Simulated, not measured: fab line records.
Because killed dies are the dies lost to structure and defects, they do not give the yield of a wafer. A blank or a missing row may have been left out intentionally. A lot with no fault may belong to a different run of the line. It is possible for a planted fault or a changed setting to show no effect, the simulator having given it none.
fab line records	flow n5_finfet
record: lots: 24	wafers: 72	last_day: 17
route steps=1938 shown BEOL_M4@1069
lots with no fault: from the same line, run without faults
start_h: hours from the record's first day to the start of the lot's first wafer shown	wait_h: time in hours since the lot's previous step	" as in the row above	L1.1+2: a row that stands for several wafers	- no value, or no start given	* or withheld: withheld	< > ~ a bound
route shown NAME@n: names a module that has steps shown in the file, with the first one's number in the route	usual: mean/standard deviation taken from wafers without a fault	same: alike in all rows	chamber/n: place in a boat	sites: each site's reading	_std_site: the values' standard deviation	_edge_site: outer sites' mean less inner sites'	radius_mm: for every site, how far away it sits from the centre of the wafer	mask NAME#n: copy n	behind: the tool/chamber that last shaped the wafer	hold: what put the lot on hold/how long, in hours/how the hold closed	device: which transistor (n, p or np) failed to switch	end of line: at the end of the route, the tests of the same wafers	step lacking rows: just its recipe	killed: dies that structure and defects cost at the first sort, which is not the same as the wafer's yield	map: per-die view of a wafer (x killed, . not killed, _ where there is no die)
set.NAME: the run value of the setting; set.NAME@STEP: its run value at that earlier step	model.NAME: the simulator's own value behind a step, which no gauge read
steps of the route over a sample of lots; a table a step, a row a wafer
services: from which hour (start_h, from the record's first day; less than 0 if before it) a tool's chamber was out of use, for how many hours, and why
== steps ==
step: N5_BEOL_M4_STRIP_36
recipe: chemistry: N2/H2	power_w: 450	temp_c: 40	pressure_mtorr: 20	rf_frequency_hz: 6e+07	overash_fraction: 0.3	bias_power_w: 7	h2_frac: 0.5	n2_flow_sccm: 200	h2_flow_sccm: 200
usual: drypump_motor_current_A: 5.6/0.37	oes_product_au: 0.79/0.089	power_w: 449.9/1.4	rf_vpp_V: 59.1/1.4	showerhead_plenum_p_Torr: 2.51/0.067	temp_c: 40.00/0.097	throttle_valve_pct: 23.38/0.28
lot.wafer	tool	chamber	start_h	wait_h	drypump_motor_current_A	oes_product_au	power_w	rf_hours_counter_h	rf_vpp_V	showerhead_plenum_p_Torr	temp_c	throttle_valve_pct
L074.2	rie_diel-01	3	170.07	0.0	5.3	0.70	447.9	183	60.8	2.62	40.05	23.51
L074.5	"	0	"	"	5.8	0.73	450.5	-	58.7	2.40	39.86	23.23
L074.6	"	3	"	"	5.3	0.70	447.9	-	59.7	2.62	40.12	23.48
L076.1	rie_diel-03	1	173.77	0.0	5.1	0.92	448.8	11	57.6	2.58	39.87	23.60
L076.4	"	2	"	"	5.6	0.92	451.6	28	56.9	2.59	40.05	23.07
L076.6	"	2	"	"	5.7	0.93	449.4	-	59.9	2.59	40.00	23.11
L075.2	rie_diel-01	3	187.15	0.0	5.3	0.70	448.5	189	58.9	2.62	39.97	23.47
L075.5	"	3	"	"	5.3	0.70	447.7	-	59.3	2.62	40.22	23.48
L075.6	"	0	"	"	5.8	0.71	448.5	-	56.2	2.40	40.07	23.29
L077.1	rie_diel-01	1	191.75	0.0	5.7	0.84	452.4	66	60.1	2.57	39.90	23.00
L077.4	"	0	"	"	5.8	0.71	450.8	216	59.3	2.40	40.07	23.29
L077.5	"	2	"	"	5.9	0.94	451.8	-	59.6	2.50	39.93	23.41
L078.1	rie_diel-04	0	194.89	0.0	6.1	0.71	450.9	236	58.8	2.47	39.93	23.09
L078.2	"	3	"	"	4.9	0.75	449.2	171	58.3	2.45	40.06	23.78
L078.3	"	1	"	"	5.4	0.89	448.5	32	59.1	2.48	39.98	23.66
L080.2	rie_diel-03	0	200.54	0.0	6.4	0.70	447.9	193	58.0	2.51	40.01	23.41
L080.4	"	1	"	"	5.1	0.87	449.3	19	61.4	2.58	39.94	23.59
L080.5	"	1	"	"	5.1	0.87	447.7	-	60.1	2.58	40.00	23.58
L079.2	rie_diel-04	0	204.78	0.0	6.1	0.72	451.3	240	57.2	2.47	40.09	23.08
L079.4	"	1	"	"	5.4	0.90	451.3	36	59.2	2.48	39.85	23.67
L079.6	"	0	"	"	6.1	0.71	450.2	-	60.0	2.47	39.97	23.11
L082.1	rie_diel-01	3	208.23	0.0	5.3	0.68	450.8	196	61.0	2.61	40.05	23.48
L082.4	"	2	"	"	5.9	0.91	450.1	19	57.3	2.50	40.05	23.43
L082.5	"	2	"	"	5.9	0.92	449.0	-	55.7	2.50	40.01	23.41
L083.1	rie_diel-01	1	220.97	0.0	5.8	0.84	448.9	74	60.9	2.56	40.11	23.00
L083.4	"	0	"	"	5.8	0.70	449.9	226	58.5	2.40	39.93	23.29
L083.5	"	1	"	"	5.7	0.84	449.1	-	60.0	2.56	40.13	23.06
L081.1	rie_diel-03	2	221.17	0.0	5.6	0.88	450.0	43	58.5	2.58	39.70	23.11
L081.4	"	1	"	"	5.1	0.87	450.4	25	59.1	2.58	40.04	23.59
L081.5	"	1	"	"	5.1	0.88	449.2	-	60.0	2.58	39.92	23.61
L084.1	rie_diel-01	1	221.36	0.0	5.8	0.84	449.1	75	59.5	2.56	39.89	23.03
L084.2	"	3	"	"	5.3	0.68	448.2	200	58.8	2.61	40.01	23.54
L084.5	"	3	"	"	5.3	0.68	450.6	-	58.2	2.61	40.06	23.51
L085.3	rie_diel-04	1	238.94	0.0	5.4	0.87	450.1	50	59.1	2.47	40.08	23.72
L085.4	"	1	"	"	5.4	0.87	452.1	-	57.4	2.47	39.97	23.70
L085.5	"	2	"	"	5.5	0.82	452.7	-	60.7	2.44	39.85	22.86
L087.1	rie_diel-03	0	251.55	0.0	6.4	0.68	447.2	212	58.4	2.50	40.01	23.45
L087.4	"	1	"	"	5.1	0.84	447.7	-	60.9	2.57	39.92	23.64
L087.6	"	2	"	"	5.7	0.87	448.5	-	58.5	2.58	40.16	23.09
L086.3	rie_diel-04	1	251.74	0.0	5.4	0.86	449.2	57	57.6	2.47	40.07	23.72
L086.4	"	2	"	"	5.5	0.81	451.2	-	61.5	2.44	40.00	22.87
L086.6	"	1	"	"	5.4	0.85	450.3	-	58.7	2.47	39.92	23.69
L088.1	rie_diel-03	2	257.88	0.0	5.6	0.87	449.1	58	59.6	2.58	40.06	23.12
L088.4	"	1	"	"	5.1	0.84	448.9	40	61.0	2.57	39.91	23.64
L088.5	"	1	"	"	5.1	0.84	447.6	-	59.9	2.57	39.80	23.61
L089.2	rie_diel-04	3	259.03	0.0	4.9	0.76	449.7	183	60.0	2.44	40.01	23.78
L089.4	"	3	"	"	4.9	0.75	449.4	-	57.5	2.44	39.93	23.80
L089.6	"	2	"	"	5.5	0.81	447.7	-	57.8	2.44	40.05	22.89
L090.2	rie_diel-01	2	259.06	0.0	5.9	0.88	449.0	35	56.2	2.49	40.02	23.46
L090.3	"	3	"	"	5.3	0.68	451.4	212	56.8	2.61	40.05	23.54
L090.6	"	2	"	"	5.9	0.89	449.4	-	58.9	2.49	40.08	23.45
L091.1	rie_diel-03	2	268.04	0.0	5.6	0.84	449.8	62	60.5	2.58	39.91	23.15
L091.3	"	3	"	"	5.4	0.97	450.7	5	57.6	2.51	39.90	23.67
L091.6	"	1	"	"	5.1	0.83	451.6	-	61.9	2.57	40.11	23.65
L092.2	rie_diel-01	1	268.04	0.0	5.8	0.81	451.3	90	59.6	2.56	40.12	23.05
L092.4	"	2	"	"	5.9	0.88	449.2	38	56.8	2.49	40.00	23.44
L092.5	"	1	"	"	5.7	0.81	452.1	-	57.7	2.56	40.01	23.02
L093.2	rie_diel-01	0	287.53	0.0	5.7	0.68	448.8	247	59.4	2.39	40.07	23.30
L093.3	"	2	"	"	5.9	0.87	451.3	44	60.7	2.49	40.10	23.48
L093.5	"	1	"	"	5.8	0.80	450.4	-	59.4	2.55	40.06	23.05
L095.1	rie_diel-01	0	291.62	0.0	5.8	0.69	449.1	249	59.7	2.39	39.93	23.31
L095.3	"	1	"	"	5.7	0.80	451.0	98	57.4	2.55	40.20	23.04
L095.6	"	3	"	"	5.3	0.68	451.0	-	60.0	2.60	40.01	23.53
L094.1	rie_diel-03	3	293.21	0.0	5.4	0.94	451.1	13	58.2	2.50	39.93	23.68
L094.4	"	2	"	"	5.6	0.85	450.8	70	60.0	2.57	39.83	23.12
L094.5	"	1	"	"	5.1	0.82	450.7	-	58.3	2.57	40.02	23.68
L096.2	rie_diel-01	2	294.37	0.0	5.9	0.86	450.1	47	59.8	2.49	39.95	23.49
L096.3	"	1	"	"	5.7	0.79	449.9	100	57.3	2.55	39.91	23.08
L096.5	"	3	"	"	5.3	0.66	448.4	-	56.3	2.60	40.15	23.56
L097.1	rie_diel-04	1	310.64	0.0	5.4	0.83	449.5	81	58.6	2.46	39.98	23.70
L097.2	"	0	"	"	6.1	0.96	445.7	10	58.8	2.46	39.92	23.06
L097.3	"	2	"	"	5.5	0.78	448.4	111	60.3	2.43	40.02	22.94
step: N5_BEOL_M4_ETCH_41
recipe: chemistry: CH3F/O2	target: SiCN	target_depth_a: 299	taper_deg: 2	time_s: 52.5	ion_energy_ev: 120	mask_material: TiN	pressure_mtorr: 30	source_w: 395	bias_w: 75	Ar_flow_sccm: 150	CH3F_flow_sccm: 30	O2_flow_sccm: 20
usual: drypump_motor_current_A: 5.6/0.37	oes_product_au: 0.79/0.086	rf_vpp_V: 296.8/1.4	showerhead_plenum_p_Torr: 1.98/0.06	throttle_valve_pct: 16.23/0.24
lot.wafer	tool	chamber	start_h	wait_h	drypump_motor_current_A	oes_product_au	rf_hours_counter_h	rf_vpp_V	showerhead_plenum_p_Torr	throttle_valve_pct
L074.2	rie_diel-01	3	-	-	5.3	0.71	183	299.1	2.09	16.43
L074.5	"	0	"	"	5.7	0.75	-	295.7	1.89	16.30
L074.6	"	3	"	"	5.3	0.70	-	299.1	2.09	16.40
L076.1	rie_diel-03	1	-	-	5.1	0.92	11	297.6	2.05	16.15
L076.4	"	2	"	"	5.6	0.92	28	298.4	2.02	15.69
L076.6	"	2	"	"	5.6	0.92	-	297.7	2.02	15.70
L075.2	rie_diel-01	3	-	-	5.3	0.70	189	298.9	2.08	16.42
L075.5	"	3	"	"	5.3	0.70	-	297.9	2.08	16.43
L075.6	"	0	"	"	5.7	0.73	-	294.4	1.89	16.31
L077.1	rie_diel-01	1	-	-	5.7	0.84	66	295.7	2.04	15.88
L077.4	"	0	"	"	5.7	0.73	216	296.5	1.89	16.31
L077.5	"	2	"	"	5.9	0.93	-	295.5	1.99	16.13
L078.1	rie_diel-04	0	-	-	6.1	0.71	236	296.5	1.95	16.33
L078.2	"	3	"	"	4.9	0.75	171	296.7	1.91	16.41
L078.3	"	1	"	"	5.4	0.89	32	296.8	1.94	16.13
L080.2	rie_diel-03	0	-	-	6.4	0.71	193	294.2	1.99	16.52
L080.4	"	1	"	"	5.1	0.90	19	297.9	2.04	16.16
L080.5	"	1	"	"	5.1	0.89	-	298.6	2.04	16.17
L079.2	rie_diel-04	0	-	-	6.0	0.71	240	295.1	1.95	16.34
L079.4	"	1	"	"	5.4	0.88	36	295.8	1.94	16.15
L079.6	"	0	"	"	6.0	0.72	-	296.7	1.95	16.35
L082.1	rie_diel-01	3	-	-	5.3	0.69	196	299.0	2.08	16.45
L082.4	"	2	"	"	5.9	0.91	19	297.5	1.99	16.17
L082.5	"	2	"	"	5.9	0.90	-	295.8	1.99	16.15
L083.1	rie_diel-01	1	-	-	5.7	0.84	74	298.1	2.04	15.89
L083.4	"	0	"	"	5.8	0.73	226	294.7	1.88	16.33
L083.5	"	1	"	"	5.7	0.84	-	297.5	2.04	15.90
L081.1	rie_diel-03	2	-	-	5.6	0.88	44	297.7	2.02	15.74
L081.4	"	1	"	"	5.1	0.87	25	297.5	2.04	16.18
L081.5	"	1	"	"	5.1	0.89	-	299.0	2.04	16.17
L084.1	rie_diel-01	1	-	-	5.7	0.83	75	296.9	2.04	15.91
L084.2	"	3	"	"	5.3	0.68	200	299.2	2.08	16.45
L084.5	"	3	"	"	5.3	0.69	-	297.9	2.08	16.44
L085.3	rie_diel-04	1	-	-	5.4	0.85	50	296.2	1.94	16.17
L085.4	"	1	"	"	5.4	0.86	-	295.3	1.94	16.17
L085.5	"	2	"	"	5.4	0.80	-	296.2	1.93	16.03
L087.1	rie_diel-03	0	-	-	6.4	0.69	212	296.8	1.98	16.55
L087.4	"	1	"	"	5.1	0.85	-	298.0	2.04	16.20
L087.6	"	2	"	"	5.6	0.87	-	298.7	2.01	15.76
L086.3	rie_diel-04	1	-	-	5.4	0.86	57	296.6	1.94	16.21
L086.4	"	2	"	"	5.5	0.80	-	296.5	1.93	16.05
L086.6	"	1	"	"	5.4	0.86	-	294.9	1.94	16.19
L088.1	rie_diel-03	2	-	-	5.6	0.86	58	298.0	2.01	15.77
L088.4	"	1	"	"	5.1	0.85	40	298.3	2.04	16.22
L088.5	"	1	"	"	5.1	0.86	-	298.5	2.04	16.23
L089.2	rie_diel-04	3	-	-	4.9	0.73	183	295.5	1.91	16.43
L089.4	"	3	"	"	4.9	0.73	-	295.4	1.91	16.42
L089.6	"	2	"	"	5.5	0.78	-	296.8	1.93	16.05
L090.2	rie_diel-01	2	-	-	5.9	0.88	35	296.8	1.98	16.17
L090.3	"	3	"	"	5.3	0.68	212	297.7	2.08	16.49
L090.6	"	2	"	"	5.9	0.88	-	296.5	1.98	16.17
L091.1	rie_diel-03	2	-	-	5.6	0.85	62	296.2	2.01	15.79
L091.3	"	3	"	"	5.4	0.98	5	296.9	1.95	16.25
L091.6	"	1	"	"	5.1	0.85	-	297.5	2.04	16.21
L092.2	rie_diel-01	1	-	-	5.8	0.81	90	297.1	2.03	15.94
L092.4	"	2	"	"	5.9	0.87	38	298.0	1.98	16.20
L092.5	"	1	"	"	5.8	0.80	-	296.9	2.03	15.94
L093.2	rie_diel-01	0	-	-	5.8	0.70	247	296.2	1.88	16.38
L093.3	"	2	"	"	5.9	0.86	44	296.8	1.98	16.20
L093.5	"	1	"	"	5.7	0.79	-	297.2	2.03	15.96
L095.1	rie_diel-01	0	-	-	5.8	0.70	249	295.0	1.88	16.40
L095.3	"	1	"	"	5.7	0.79	98	298.0	2.03	15.96
L095.6	"	3	"	"	5.3	0.68	-	299.9	2.07	16.50
L094.1	rie_diel-03	3	-	-	5.4	0.95	13	295.6	1.95	16.28
L094.4	"	2	"	"	5.7	0.84	70	299.1	2.01	15.81
L094.5	"	1	"	"	5.1	0.83	-	297.8	2.03	16.23
L096.2	rie_diel-01	2	-	-	5.9	0.85	47	296.0	1.98	16.20
L096.3	"	1	"	"	5.8	0.80	100	295.7	2.03	15.95
L096.5	"	3	"	"	5.3	0.68	-	299.3	2.07	16.50
L097.1	rie_diel-04	1	-	-	5.4	0.81	81	295.3	1.93	16.24
L097.2	"	0	"	"	6.0	0.96	10	296.4	1.94	15.98
L097.3	"	2	"	"	5.5	0.76	111	294.8	1.92	16.08
step: N5_BEOL_M4_DEGAS_44
recipe: ambient: vacuum	temp_c: 250	time_s: 60
usual: heater_power_w: 330/40
lot.wafer	tool	chamber	start_h	wait_h	heater_power_w
L074.2	pvd_sputter-03	-	171.12	0.7	402
L074.5	"	-	"	"	331
L074.6	"	-	"	"	334
L076.1	pvd_sputter-01	-	174.26	0.1	303
L076.4	"	-	"	"	279
L076.6	"	-	"	"	279
L075.2	pvd_sputter-03	-	188.05	0.6	332
L075.5	"	-	"	"	330
L075.6	"	-	"	"	409
L077.1	pvd_sputter-01	-	192.46	0.4	288
L077.4	"	-	"	"	370
L077.5	"	-	"	"	280
L078.1	pvd_sputter-02	-	195.58	0.3	342
L078.2	"	-	"	"	320
L078.3	"	-	"	"	316
L080.2	pvd_sputter-02	-	201.49	0.6	317
L080.4	"	-	"	"	321
L080.5	"	-	"	"	344
L079.2	pvd_sputter-03	-	205.28	0.1	412
L079.4	"	-	"	"	373
L079.6	"	-	"	"	325
L082.1	pvd_sputter-03	-	208.90	0.3	408
L082.4	"	-	"	"	337
L082.5	"	-	"	"	338
L083.1	pvd_sputter-01	-	221.67	0.3	301
L083.4	"	-	"	"	373
L083.5	"	-	"	"	294
L081.1	pvd_sputter-02	-	221.73	0.2	291
L081.4	"	-	"	"	331
L081.5	"	-	"	"	337
L084.1	pvd_sputter-02	-	221.91	0.2	330
L084.2	"	-	"	"	329
L084.5	"	-	"	"	341
L085.3	pvd_sputter-01	-	239.55	0.3	275
L085.4	"	-	"	"	295
L085.5	"	-	"	"	277
L087.1	pvd_sputter-03	-	252.21	0.3	401
L087.4	"	-	"	"	334
L087.6	"	-	"	"	329
L086.3	pvd_sputter-03	-	252.43	0.3	343
L086.4	"	-	"	"	409
L086.6	"	-	"	"	333
L088.1	pvd_sputter-01	-	258.73	0.5	285
L088.4	"	-	"	"	367
L088.5	"	-	"	"	287
L089.2	pvd_sputter-01	-	259.43	0.1	364
L089.4	"	-	"	"	287
L089.6	"	-	"	"	278
L090.2	pvd_sputter-01	-	259.55	0.1	290
L090.3	"	-	"	"	291
L090.6	"	-	"	"	281
L092.2	pvd_sputter-03	-	268.61	0.2	328
L092.4	"	-	"	"	361
L092.5	"	-	"	"	345
L091.1	pvd_sputter-03	-	268.69	0.3	369
L091.3	"	-	"	"	326
L091.6	"	-	"	"	326
L093.2	pvd_sputter-01	-	287.98	0.1	276
L093.3	"	-	"	"	281
L093.5	"	-	"	"	291
L095.1	pvd_sputter-01	-	292.14	0.2	279
L095.3	"	-	"	"	294
L095.6	"	-	"	"	369
L094.1	pvd_sputter-01	-	293.72	0.2	281
L094.4	"	-	"	"	364
L094.5	"	-	"	"	282
L096.2	pvd_sputter-03	-	295.09	0.4	342
L096.3	"	-	"	"	372
L096.5	"	-	"	"	400
L097.1	pvd_sputter-03	-	311.14	0.2	404
L097.2	"	-	"	"	331
L097.3	"	-	"	"	330
step: N5_BEOL_M4_ANNEAL_82
recipe: temp_c: 400	time_s: 240	ambient: vacuum
usual: heater_power_w: 840/96
lot.wafer	tool	chamber	start_h	wait_h	heater_power_w
L074.2	pvd_sputter-01	-	172.56	0.0	915
L074.5	"	-	"	"	732
L074.6	"	-	"	"	699
L076.1	pvd_sputter-03	-	175.40	0.0	984
L076.4	"	-	"	"	949
L076.6	"	-	"	"	850
L075.2	pvd_sputter-03	-	189.27	0.0	1016
L075.5	"	-	"	"	1002
L075.6	"	-	"	"	843
L077.1	pvd_sputter-01	-	193.72	0.0	728
L077.4	"	-	"	"	694
L077.5	"	-	"	"	675
L078.1	pvd_sputter-01	-	196.68	0.0	938
L078.2	"	-	"	"	695
L078.3	"	-	"	"	749
L080.2	pvd_sputter-01	-	203.62	0.0	906
L080.4	"	-	"	"	735
L080.5	"	-	"	"	728
L079.2	pvd_sputter-03	-	206.70	0.0	993
L079.4	"	-	"	"	836
L079.6	"	-	"	"	829
L082.1	pvd_sputter-02	-	210.58	0.0	797
L082.4	"	-	"	"	842
L082.5	"	-	"	"	797
L083.1	pvd_sputter-02	-	222.83	0.0	707
L083.4	"	-	"	"	861
L083.5	"	-	"	"	800
L081.1	pvd_sputter-01	-	223.31	0.0	707
L081.4	"	-	"	"	743
L081.5	"	-	"	"	924
L084.1	pvd_sputter-03	-	224.57	0.0	998
L084.2	"	-	"	"	841
L084.5	"	-	"	"	848
L085.3	pvd_sputter-03	-	242.78	0.0	829
L085.4	"	-	"	"	933
L085.5	"	-	"	"	944
L087.1	pvd_sputter-01	-	253.36	0.0	736
L087.4	"	-	"	"	686
L087.6	"	-	"	"	730
L086.3	pvd_sputter-02	-	254.13	0.0	803
L086.4	"	-	"	"	716
L086.6	"	-	"	"	810
L088.1	pvd_sputter-02	-	259.88	0.0	832
L088.4	"	-	"	"	836
L088.5	"	-	"	"	788
L089.2	pvd_sputter-02	-	261.82	0.0	719
L089.4	"	-	"	"	825
L089.6	"	-	"	"	869
L090.2	pvd_sputter-03	-	261.84	0.0	826
L090.3	"	-	"	"	1003
L090.6	"	-	"	"	1006
L092.2	pvd_sputter-03	-	269.71	0.0	848
L092.4	"	-	"	"	956
L092.5	"	-	"	"	920
L091.1	pvd_sputter-02	-	269.83	0.0	731
L091.3	"	-	"	"	843
L091.6	"	-	"	"	784
L093.2	pvd_sputter-03	-	290.63	0.0	995
L093.3	"	-	"	"	822
L093.5	"	-	"	"	958
L095.1	pvd_sputter-03	-	293.59	0.0	830
L095.3	"	-	"	"	1009
L095.6	"	-	"	"	1013
L094.1	pvd_sputter-01	-	294.88	0.0	701
L094.4	"	-	"	"	728
L094.5	"	-	"	"	747
L096.2	pvd_sputter-03	-	296.23	0.0	818
L096.3	"	-	"	"	1008
L096.5	"	-	"	"	830
L097.1	pvd_sputter-03	-	312.46	0.0	826
L097.2	"	-	"	"	981
L097.3	"	-	"	"	947
step: N5_BEOL_M4_SPUTTER_88
recipe: material: Cu	target_thk_a: 45	temp_c: -20	chamber_pressure_pa: 0.07	power_w: withheld	time_s: 8.29
usual: throttle_valve_pct: 30.4/0.8
lot.wafer	tool	chamber	start_h	wait_h	throttle_valve_pct
L074.2	pvd_sputter-01	-	172.92	0.1	29.6
L074.5	"	-	"	"	30.5
L074.6	"	-	"	"	30.6
L076.1	pvd_sputter-03	-	175.76	0.1	29.3
L076.4	"	-	"	"	30.1
L076.6	"	-	"	"	31.0
L075.2	pvd_sputter-03	-	189.63	0.1	29.5
L075.5	"	-	"	"	29.8
L075.6	"	-	"	"	30.8
L077.1	pvd_sputter-01	-	194.08	0.1	30.9
L077.4	"	-	"	"	30.7
L077.5	"	-	"	"	30.8
L078.1	pvd_sputter-01	-	197.04	0.1	29.5
L078.2	"	-	"	"	30.6
L078.3	"	-	"	"	30.6
L080.2	pvd_sputter-01	-	203.98	0.1	29.7
L080.4	"	-	"	"	30.7
L080.5	"	-	"	"	30.7
L079.2	pvd_sputter-03	-	207.06	0.1	29.6
L079.4	"	-	"	"	30.7
L079.6	"	-	"	"	30.9
L082.1	pvd_sputter-02	-	210.94	0.1	31.1
L082.4	"	-	"	"	29.3
L082.5	"	-	"	"	30.9
L083.1	pvd_sputter-02	-	223.19	0.1	29.5
L083.4	"	-	"	"	29.4
L083.5	"	-	"	"	32.6
L081.1	pvd_sputter-01	-	223.67	0.1	30.4
L081.4	"	-	"	"	30.3
L081.5	"	-	"	"	29.5
L084.1	pvd_sputter-03	-	224.93	0.1	29.6
L084.2	"	-	"	"	30.7
L084.5	"	-	"	"	30.7
L085.3	pvd_sputter-03	-	243.14	0.1	30.8
L085.4	"	-	"	"	30.5
L085.5	"	-	"	"	30.5
L087.1	pvd_sputter-01	-	253.72	0.1	30.5
L087.4	"	-	"	"	30.6
L087.6	"	-	"	"	30.6
L086.3	pvd_sputter-02	-	254.49	0.1	30.9
L086.4	"	-	"	"	29.4
L086.6	"	-	"	"	32.5
L088.1	pvd_sputter-02	-	260.24	0.1	32.6
L088.4	"	-	"	"	29.2
L088.5	"	-	"	"	32.8
L089.2	pvd_sputter-02	-	262.18	0.1	29.6
L089.4	"	-	"	"	32.3
L089.6	"	-	"	"	29.4
L090.2	pvd_sputter-03	-	262.20	0.1	30.5
L090.3	"	-	"	"	29.7
L090.6	"	-	"	"	29.6
L092.2	pvd_sputter-03	-	270.07	0.1	30.6
L092.4	"	-	"	"	30.4
L092.5	"	-	"	"	30.3
L091.1	pvd_sputter-02	-	270.19	0.1	29.7
L091.3	"	-	"	"	29.4
L091.6	"	-	"	"	31.0
L093.2	pvd_sputter-03	-	290.99	0.1	29.5
L093.3	"	-	"	"	30.9
L093.5	"	-	"	"	30.6
L095.1	pvd_sputter-03	-	293.95	0.1	30.9
L095.3	"	-	"	"	29.5
L095.6	"	-	"	"	29.7
L094.1	pvd_sputter-01	-	295.24	0.1	30.9
L094.4	"	-	"	"	30.7
L094.5	"	-	"	"	30.4
L096.2	pvd_sputter-03	-	296.59	0.1	30.9
L096.3	"	-	"	"	29.6
L096.5	"	-	"	"	30.9
L097.1	pvd_sputter-03	-	312.82	0.1	30.5
L097.2	"	-	"	"	29.9
L097.3	"	-	"	"	30.4
step: N5_BEOL_M4_SPUTTER_90
recipe: material: Cu	target_thk_a: 45	temp_c: -20	chamber_pressure_pa: 0.07	power_w: withheld	time_s: 8.29
usual: throttle_valve_pct: 30.4/0.78
lot.wafer	tool	chamber	start_h	wait_h	throttle_valve_pct
L074.2	pvd_sputter-01	-	173.14	0.1	29.6
L074.5	"	-	"	"	30.2
L074.6	"	-	"	"	30.7
L076.1	pvd_sputter-03	-	175.98	0.1	29.6
L076.4	"	-	"	"	30.3
L076.6	"	-	"	"	30.7
L075.2	pvd_sputter-03	-	189.85	0.1	29.6
L075.5	"	-	"	"	29.5
L075.6	"	-	"	"	30.8
L077.1	pvd_sputter-01	-	194.30	0.1	30.6
L077.4	"	-	"	"	30.7
L077.5	"	-	"	"	30.6
L078.1	pvd_sputter-01	-	197.26	0.1	29.6
L078.2	"	-	"	"	30.6
L078.3	"	-	"	"	30.7
L080.2	pvd_sputter-01	-	204.20	0.1	29.7
L080.4	"	-	"	"	30.5
L080.5	"	-	"	"	30.5
L079.2	pvd_sputter-03	-	207.28	0.1	29.7
L079.4	"	-	"	"	30.8
L079.6	"	-	"	"	30.9
L082.1	pvd_sputter-02	-	211.16	0.1	31.0
L082.4	"	-	"	"	29.2
L082.5	"	-	"	"	31.2
L083.1	pvd_sputter-02	-	223.41	0.1	29.5
L083.4	"	-	"	"	29.4
L083.5	"	-	"	"	32.6
L081.1	pvd_sputter-01	-	223.89	0.1	30.1
L081.4	"	-	"	"	30.5
L081.5	"	-	"	"	29.8
L084.1	pvd_sputter-03	-	225.15	0.1	29.6
L084.2	"	-	"	"	30.6
L084.5	"	-	"	"	30.8
L085.3	pvd_sputter-03	-	243.36	0.1	30.7
L085.4	"	-	"	"	30.6
L085.5	"	-	"	"	30.4
L087.1	pvd_sputter-01	-	253.94	0.1	30.7
L087.4	"	-	"	"	30.8
L087.6	"	-	"	"	30.5
L086.3	pvd_sputter-02	-	254.71	0.1	30.9
L086.4	"	-	"	"	29.6
L086.6	"	-	"	"	32.5
L088.1	pvd_sputter-02	-	260.46	0.1	32.4
L088.4	"	-	"	"	29.5
L088.5	"	-	"	"	32.6
L089.2	pvd_sputter-02	-	262.40	0.1	29.3
L089.4	"	-	"	"	32.4
L089.6	"	-	"	"	29.1
L090.2	pvd_sputter-03	-	262.42	0.1	30.8
L090.3	"	-	"	"	29.7
L090.6	"	-	"	"	29.6
L092.2	pvd_sputter-03	-	270.29	0.1	30.7
L092.4	"	-	"	"	30.4
L092.5	"	-	"	"	30.4
L091.1	pvd_sputter-02	-	270.41	0.1	29.4
L091.3	"	-	"	"	29.4
L091.6	"	-	"	"	31.0
L093.2	pvd_sputter-03	-	291.21	0.1	29.5
L093.3	"	-	"	"	30.9
L093.5	"	-	"	"	30.4
L095.1	pvd_sputter-03	-	294.17	0.1	30.8
L095.3	"	-	"	"	29.6
L095.6	"	-	"	"	29.6
L094.1	pvd_sputter-01	-	295.46	0.1	30.8
L094.4	"	-	"	"	30.5
L094.5	"	-	"	"	30.6
L096.2	pvd_sputter-03	-	296.81	0.1	30.7
L096.3	"	-	"	"	29.5
L096.5	"	-	"	"	30.6
L097.1	pvd_sputter-03	-	313.04	0.1	30.3
L097.2	"	-	"	"	29.7
L097.3	"	-	"	"	30.6
== services ==
tool	chamber	start_h	hours	kind
pvd_sputter-01	-	163.99	2.8	repair
rie_diel-03	1	188.21	2.4	repair
rie_diel-01	1	202.82	3.8	repair
rie_diel-04	3	218.89	32.8	repair
rie_diel-03	3	234.65	-	clean
rie_diel-03	3	234.65	-	consumable_replace:focus_ring
rie_diel-03	3	234.65	20.9	scheduled_down
rie_diel-03	3	234.65	20.9	vent_cycle
rie_diel-01	-	236.60	0.2	repair
rie_diel-04	0	251.90	-	clean
rie_diel-04	0	251.90	-	consumable_replace:focus_ring
rie_diel-04	0	251.90	31.1	scheduled_down
rie_diel-04	0	251.90	31.1	vent_cycle
rie_diel-01	0	293.81	-	clean
rie_diel-01	0	293.81	-	consumable_replace:focus_ring
rie_diel-01	0	293.81	-	consumable_replace:showerhead
rie_diel-01	0	293.81	15.5	scheduled_down
rie_diel-01	0	293.81	15.5	vent_cycle
== key ==
fault none
